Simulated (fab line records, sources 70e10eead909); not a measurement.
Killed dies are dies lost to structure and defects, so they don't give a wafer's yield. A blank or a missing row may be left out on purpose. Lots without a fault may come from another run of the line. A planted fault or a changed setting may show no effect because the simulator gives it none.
Which tool did it? | flow nand_harc | 24 lots, 72 wafers sampled, at 6 steps of a route of 1302

WHAT THE GAUGES READ, wafer by wafer
The record holds no reading of a measuring or inspecting step that can be judged against a usual standard deviation.

WHICH TOOL RAN EACH LOT (tool, then ch and the chambers of the sampled wafers, then the start)
lot  | NHARC_A_WL_FILL_ETCHBACK_05       | NHARC_A_WL_FILL_ETCHBACK_16                   | NHARC_A_CONTACT_ETCH_114             | NHARC_A_CONTACT_ETCH_120             | NHARC_A_CONTACT_ETCH_96                       | NHARC_A_CONTACT_DEP_58
L074 | rie_metal-02 ch 0,1, day 20 11:19 | rie_diel-12 ch 1,2,3, day 21 16:44 or earlier | har_cap_etch-02 ch 0,1, day 21 16:44 | har_cap_etch-02 ch 0,1, day 21 17:46 | rie_diel-03 ch 0,3, day 21 23:52 or earlier   | pecvd-03 ch 0,1, day 21 23:52
L075 | rie_metal-02 ch 0,1, day 20 21:28 | rie_diel-12 ch 1,2, day 21 22:14 or earlier   | har_cap_etch-02 ch 0,1, day 21 22:14 | har_cap_etch-02 ch 0,1, day 21 23:16 | rie_diel-03 ch 0,1,2, day 22 05:53 or earlier | pecvd-03 ch 0,2, day 22 05:53
L078 | rie_metal-03 ch 0,1, day 21 09:42 | rie_diel-11 ch 0,2,3, day 22 13:19 or earlier | har_cap_etch-02 ch 1, day 22 13:19   | har_cap_etch-02 ch 1, day 22 14:20   | rie_diel-03 ch 2,3, day 22 23:09 or earlier   | pecvd-02 ch 0,2, day 22 23:09
L077 | rie_metal-01 ch 0,1, day 21 13:03 | rie_diel-11 ch 0,1,2, day 22 12:55 or earlier | har_cap_etch-01 ch 0,1, day 22 12:55 | har_cap_etch-01 ch 0,1, day 22 13:56 | rie_diel-09 ch 1,3, day 22 21:54 or earlier   | pecvd-04 ch 0,2, day 22 21:54
L076 | rie_metal-02 ch 0,1, day 21 13:04 | rie_diel-12 ch 2,3, day 22 15:34 or earlier   | har_cap_etch-01 ch 0,1, day 22 15:34 | har_cap_etch-01 ch 0,1, day 22 16:36 | rie_diel-03 ch 1,2, day 23 04:12 or earlier   | pecvd-04 ch 1,2, day 23 04:12
L080 | rie_metal-01 ch 0,1, day 22 00:29 | rie_diel-10 ch 0,3, day 23 05:31 or earlier   | har_cap_etch-01 ch 0,1, day 23 05:31 | har_cap_etch-01 ch 0,1, day 23 06:32 | rie_diel-03 ch 1,2, day 23 12:28 or earlier   | pecvd-03 ch 0,1,2, day 23 12:28
L079 | rie_metal-02 ch 0,1, day 22 00:39 | rie_diel-10 ch 2,3, day 23 05:49 or earlier   | har_cap_etch-02 ch 0,1, day 23 05:49 | har_cap_etch-02 ch 0,1, day 23 06:50 | rie_diel-03 ch 2,3, day 23 13:07 or earlier   | pecvd-02 ch 0,1,2, day 23 13:07
L082 | rie_metal-03 ch 0,1, day 23 10:04 | rie_diel-11 ch 0,2,3, day 24 11:02 or earlier | har_cap_etch-02 ch 0,1, day 24 11:02 | har_cap_etch-02 ch 0,1, day 24 12:03 | rie_diel-09 ch 0,1,2, day 24 18:01 or earlier | pecvd-03 ch 0,1, day 24 18:01
L081 | rie_metal-01 ch 0,1, day 23 13:22 | rie_diel-12 ch 2,3, day 24 16:54 or earlier   | har_cap_etch-03 ch 0,1, day 24 16:54 | har_cap_etch-03 ch 0,1, day 24 17:55 | rie_diel-03 ch 0,2, day 25 00:23 or earlier   | pecvd-04 ch 0, day 25 00:23
L083 | rie_metal-01 ch 0,1, day 24 11:18 | rie_diel-11 ch 0,3, day 25 15:50 or earlier   | har_cap_etch-03 ch 0,1, day 25 15:50 | har_cap_etch-03 ch 0,1, day 25 16:52 | rie_diel-13 ch 0,3, day 26 02:20 or earlier   | pecvd-03 ch 0,1, day 26 02:20
L084 | rie_metal-02 ch 1, day 24 11:20   | rie_diel-10 ch 0,3, day 25 15:38 or earlier   | har_cap_etch-02 ch 0,1, day 25 15:38 | har_cap_etch-02 ch 0,1, day 25 16:40 | rie_diel-03 ch 0,2,3, day 26 00:16 or earlier | pecvd-03 ch 0,1,2, day 26 00:16
L086 | rie_metal-02 ch 0,1, day 25 08:04 | rie_diel-12 ch 0,2,3, day 26 10:50 or earlier | har_cap_etch-03 ch 0,1, day 26 10:50 | har_cap_etch-03 ch 0,1, day 26 12:13 | rie_diel-13 ch 0,1,3, day 26 21:08 or earlier | pecvd-02 ch 0,1, day 26 21:08
L085 | rie_metal-01 ch 1, day 25 08:22   | rie_diel-10 ch 2,3, day 26 12:19 or earlier   | har_cap_etch-01 ch 0,1, day 26 12:19 | har_cap_etch-01 ch 0,1, day 26 13:21 | rie_diel-09 ch 0,3, day 26 15:01              | pecvd-03 ch 1,2, day 26 22:40
L087 | rie_metal-01 ch 0,1, day 26 16:37 | rie_diel-11 ch 0,3, day 27 18:13 or earlier   | har_cap_etch-02 ch 0,1, day 27 18:13 | har_cap_etch-02 ch 0,1, day 27 19:14 | rie_diel-09 ch 0,2,3, day 28 01:11 or earlier | pecvd-03 ch 0,1, day 28 01:11
L088 | rie_metal-02 ch 0,1, day 26 16:38 | rie_diel-11 ch 1,2,3, day 27 17:27 or earlier | har_cap_etch-01 ch 0,1, day 27 17:27 | har_cap_etch-01 ch 0,1, day 27 18:29 | rie_diel-13 ch 0,1,2, day 28 00:43 or earlier | pecvd-04 ch 0,1,2, day 28 00:43
L089 | rie_metal-01 ch 0,1, day 27 01:28 | rie_diel-12 ch 1,2,3, day 28 03:29 or earlier | har_cap_etch-03 ch 0,1, day 28 03:29 | har_cap_etch-03 ch 0,1, day 28 04:31 | rie_diel-13 ch 0,1,2, day 28 10:27 or earlier | pecvd-03 ch 0,1,2, day 28 10:27
L090 | rie_metal-02 ch 1, day 27 06:24   | rie_diel-12 ch 1,2,3, day 28 08:16 or earlier | har_cap_etch-03 ch 0,1, day 28 08:16 | har_cap_etch-03 ch 0,1, day 28 09:18 | rie_diel-09 ch 0,2, day 28 16:52 or earlier   | pecvd-03 ch 0,1, day 28 16:52
L092 | rie_metal-02 ch 0,1, day 27 19:32 | rie_diel-10 ch 0,1,3, day 29 01:53 or earlier | har_cap_etch-02 ch 0,1, day 29 01:53 | har_cap_etch-02 ch 0,1, day 29 02:55 | rie_diel-03 ch 0,2,3, day 29 13:37 or earlier | pecvd-04 ch 0,1, day 29 13:37
L091 | rie_metal-03 ch 1, day 27 19:52   | rie_diel-11 ch 0,2, day 28 21:42 or earlier   | har_cap_etch-02 ch 0,1, day 28 21:42 | har_cap_etch-02 ch 0,1, day 28 22:43 | rie_diel-09 ch 0,2, day 29 00:23              | pecvd-04 ch 0,1,2, day 29 09:07
L093 | rie_metal-01 ch 0,1, day 27 23:24 | rie_diel-12 ch 0,2, day 28 22:39 or earlier   | har_cap_etch-03 ch 0,1, day 28 22:39 | har_cap_etch-03 ch 0,1, day 28 23:40 | rie_diel-09 ch 1,2, day 29 01:20              | pecvd-03 ch 1,2, day 29 09:08
L094 | rie_metal-02 ch 0,1, day 29 07:20 | rie_diel-11 ch 1,2,3, day 30 08:29 or earlier | har_cap_etch-01 ch 0,1, day 30 08:29 | har_cap_etch-01 ch 0,1, day 30 09:51 | rie_diel-03 ch 0,1,2, day 30 16:35 or earlier | pecvd-04 ch 0,1,2, day 30 16:35
L095 | rie_metal-01 ch 0,1, day 29 17:41 | rie_diel-10 ch 0,1,3, day 30 19:13 or earlier | har_cap_etch-02 ch 0,1, day 30 19:13 | har_cap_etch-02 ch 0,1, day 30 20:14 | rie_diel-13 ch 1,2, day 30 21:58              | pecvd-03 ch 0,1,2, day 31 02:29
L097 | rie_metal-02 ch 0,1, day 30 02:05 | rie_diel-11 ch 0,1,3, day 31 05:46 or earlier | har_cap_etch-02 ch 0,1, day 31 05:46 | har_cap_etch-02 ch 0,1, day 31 06:47 | rie_diel-03 ch 1,2,3, day 31 13:03 or earlier | pecvd-04 ch 0,1, day 31 13:03
L096 | rie_metal-03 ch 0,1, day 30 15:21 | rie_diel-12 ch 0,2, day 31 20:35 or earlier   | har_cap_etch-02 ch 0,1, day 31 20:35 | har_cap_etch-02 ch 0,1, day 31 21:52 | rie_diel-03 ch 1,3, day 32 05:09 or earlier   | pecvd-02 ch 0,2, day 32 05:09
- NHARC_A_WL_FILL_ETCHBACK_05: etches the open film in Cl2/BCl3, target depth 22 nm, time 60 s.
- NHARC_A_WL_FILL_ETCHBACK_16: etches the open film in C4F8/O2/Ar, target depth 120 nm, time 24 s.
- NHARC_A_CONTACT_ETCH_114: etches the open film in C4F8/O2/Ar, time 190 s, target depth 1850 nm.
- NHARC_A_CONTACT_ETCH_120: etches the open film in C4F8/O2/Ar, time 190 s, target depth 1850 nm.
- NHARC_A_CONTACT_ETCH_96: etches the open film in C4F6/O2, target depth 20 nm, time 10 s.
- NHARC_A_CONTACT_DEP_58: deposits SiON, target thk 90 nm.

WHAT THE TOOLS THEMSELVES READ (means of the sampled wafers that have a number; where no wafer has one, the mark that the record gives instead)
NHARC_A_WL_FILL_ETCHBACK_05. Usual: drypump_motor_current_A 5.61 A, standard deviation 0.22; oes_product_au 1.000 a.u., standard deviation 0.0089.
lot  | tool         | drypump_motor_current_A (A) | oes_product_au (a.u.) | flag
L074 | rie_metal-02 | 5.60                        | 1.002                 |
L075 | rie_metal-02 | 5.62                        | 1.007                 |
L078 | rie_metal-03 | 5.40                        | 0.990                 |
L077 | rie_metal-01 | 5.75                        | 1.004                 |
L076 | rie_metal-02 | 5.60                        | 1.008                 |
L080 | rie_metal-01 | 5.75                        | 1.003                 |
L079 | rie_metal-02 | 5.64                        | 1.016                 |
L082 | rie_metal-03 | 5.39                        | 0.994                 |
L081 | rie_metal-01 | 5.75                        | 0.995                 |
L083 | rie_metal-01 | 5.55                        | 1.005                 |
L084 | rie_metal-02 | 5.55                        | 1.011                 |
L086 | rie_metal-02 | 5.59                        | 1.011                 |
L085 | rie_metal-01 | 5.35                        | 0.978                 |
L087 | rie_metal-01 | 5.56                        | 0.989                 |
L088 | rie_metal-02 | 5.62                        | 1.002                 |
L089 | rie_metal-01 | 5.55                        | 0.993                 |
L090 | rie_metal-02 | 5.55                        | 1.005                 |
L092 | rie_metal-02 | 5.63                        | 1.000                 |
L091 | rie_metal-03 | 5.77                        | 1.000                 |
L093 | rie_metal-01 | 5.75                        | 1.000                 |
L094 | rie_metal-02 | 5.58                        | 1.001                 |
L095 | rie_metal-01 | 5.74                        | 0.996                 |
L097 | rie_metal-02 | 5.60                        | 0.999                 |
L096 | rie_metal-03 | 5.41                        | 1.001                 |

NHARC_A_WL_FILL_ETCHBACK_16. Usual: oes_product_au 0.990 a.u., standard deviation 0.028; rf_vpp_V 725 V, standard deviation 4.1.
lot  | tool        | oes_product_au (a.u.) | rf_vpp_V (V) | flag
L074 | rie_diel-12 | 1.003                 | 724          |
L075 | rie_diel-12 | 0.989                 | 724          |
L078 | rie_diel-11 | 0.994                 | 729          |
L077 | rie_diel-11 | 0.998                 | 727          |
L076 | rie_diel-12 | 1.009                 | 721          |
L080 | rie_diel-10 | 0.976                 | 722          |
L079 | rie_diel-10 | 0.981                 | 724          |
L082 | rie_diel-11 | 0.961                 | 729          |
L081 | rie_diel-12 | 1.014                 | 721          |
L083 | rie_diel-11 | 1.012                 | 729          |
L084 | rie_diel-10 | 0.917                 | 724          |
L086 | rie_diel-12 | 1.013                 | 721          |
L085 | rie_diel-10 | 0.910                 | 725          |
L087 | rie_diel-11 | 1.000                 | 729          |
L088 | rie_diel-11 | 0.998                 | 728          |
L089 | rie_diel-12 | 1.004                 | 723          |
L090 | rie_diel-12 | 1.004                 | 723          |
L092 | rie_diel-10 | 0.938                 | 724          |
L091 | rie_diel-11 | 0.999                 | 729          |
L093 | rie_diel-12 | 1.007                 | 720          |
L094 | rie_diel-11 | 0.998                 | 728          |
L095 | rie_diel-10 | 1.003                 | 724          |
L097 | rie_diel-11 | 1.001                 | 728          |
L096 | rie_diel-12 | 1.002                 | 722          |

NHARC_A_CONTACT_ETCH_96. Usual: c4f6_flow_sccm 24.99 sccm, standard deviation 0.075; drypump_motor_current_A 5.8 A, standard deviation 0.41; oes_product_au 0.969 a.u., standard deviation 0.025; rf_vpp_V 547 V, standard deviation 3.8; showerhead_plenum_p_Torr 3.91 Torr, standard deviation 0.18; throttle_valve_pct 26.903 %, standard deviation 0.0093.
lot  | tool        | c4f6_flow_sccm (sccm) | drypump_motor_current_A (A) | oes_product_au (a.u.) | rf_vpp_V (V) | showerhead_plenum_p_Torr (Torr) | throttle_valve_pct (%) | flag
L074 | rie_diel-03 | 24.99                 | 5.9                         | 0.947                 | 541          | 3.65                            | 26.900                 |
L075 | rie_diel-03 | 24.96                 | 5.9                         | 0.958                 | 545          | 3.86                            | 26.902                 |
L078 | rie_diel-03 | 24.99                 | 6.0                         | 0.998                 | 546          | 3.86                            | 26.902                 |
L077 | rie_diel-09 | 25.00                 | 5.9                         | 0.967                 | 552          | 4.20                            | 26.897                 |
L076 | rie_diel-03 | 24.93                 | 5.8                         | 0.998                 | 547          | 3.97                            | 26.915                 |
L080 | rie_diel-03 | 25.01                 | 5.9                         | 0.945                 | 548          | 3.96                            | 26.901                 |
L079 | rie_diel-03 | 25.06                 | 5.9                         | 0.998                 | 545          | 3.86                            | 26.897                 |
L082 | rie_diel-09 | 24.95                 | 5.6                         | 0.948                 | 547          | 3.98                            | 26.903                 |
L081 | rie_diel-03 | 25.03                 | 6.0                         | 0.995                 | 545          | 3.85                            | 26.897                 |
L083 | rie_diel-13 | 24.98                 | 5.5                         | 1.001                 | 548          | 3.97                            | 26.898                 |
L084 | rie_diel-03 | 24.96                 | 5.9                         | 0.964                 | 543          | 3.75                            | 26.911                 |
L086 | rie_diel-13 | 25.00                 | 5.6                         | 0.993                 | 547          | 3.91                            | 26.909                 |
L085 | rie_diel-09 | 25.04                 | 5.6                         | 0.963                 | 550          | 4.09                            | 26.903                 |
L087 | rie_diel-09 | 25.01                 | 5.7                         | 0.958                 | 548          | 3.98                            | 26.906                 |
L088 | rie_diel-13 | 25.08                 | 5.2                         | 0.937                 | 550          | 4.01                            | 26.899                 |
L089 | rie_diel-13 | 25.03                 | 5.2                         | 0.953                 | 549          | 4.01                            | 26.900                 |
L090 | rie_diel-09 | 25.01                 | 5.3                         | 0.935                 | 545          | 3.86                            | 26.903                 |
L092 | rie_diel-03 | 24.99                 | 5.9                         | 1.003                 | 547          | 3.93                            | 26.901                 |
L091 | rie_diel-09 | 25.00                 | 5.8                         | 0.944                 | 546          | 3.85                            | 26.895                 |
L093 | rie_diel-09 | 24.99                 | 5.9                         | 0.954                 | 550          | 4.05                            | 26.904                 |
L094 | rie_diel-03 | 24.86                 | 5.9                         | 0.943                 | 550          | 4.04                            | 26.911                 |
L095 | rie_diel-13 | 24.95                 | 5.2                         | 0.999                 | 548          | 3.97                            | 26.904                 |
L097 | rie_diel-03 | 25.04                 | 5.8                         | 1.003                 | 544          | 3.84                            | 26.908                 |
L096 | rie_diel-03 | 25.05                 | 5.7                         | 0.945                 | 543          | 3.74                            | 26.902                 |

NHARC_A_CONTACT_DEP_58. Usual: heater_power_w 721 W, standard deviation 82.
lot  | tool     | heater_power_w (W) | flag
L074 | pecvd-03 | 753                |
L075 | pecvd-03 | 711                |
L078 | pecvd-02 | 763                |
L077 | pecvd-04 | 671                |
L076 | pecvd-04 | 708                |
L080 | pecvd-03 | 763                |
L079 | pecvd-02 | 743                |
L082 | pecvd-03 | 829                |
L081 | pecvd-04 | 690                |
L083 | pecvd-03 | 847                |
L084 | pecvd-03 | 791                |
L086 | pecvd-02 | 658                |
L085 | pecvd-03 | 809                |
L087 | pecvd-03 | 787                |
L088 | pecvd-04 | 646                |
L089 | pecvd-03 | 733                |
L090 | pecvd-03 | 780                |
L092 | pecvd-04 | 724                |
L091 | pecvd-04 | 670                |
L093 | pecvd-03 | 676                |
L094 | pecvd-04 | 682                |
L095 | pecvd-03 | 779                |
L097 | pecvd-04 | 654                |
L096 | pecvd-02 | 663                |

THE ANSWER, worked out from the rows above alone
Rule: a lot is off if the mean of its wafers that have a number lies more than 3 standard deviations from the usual mean. A lot without any number at a reading at which 4 lots or more have one is off too. The other lots that the step has rows for count as sound. The gauges are gone through in route order, then the tools' own readings, and for those a lot's mean is taken as printed above. The first step at which some lot is off is used, and at that step the reading that is off furthest; a lot without a number counts as furthest.
No lot is off at any reading shown: from this, nothing can be told.

WHAT THE SIMULATOR HAD PUT IN
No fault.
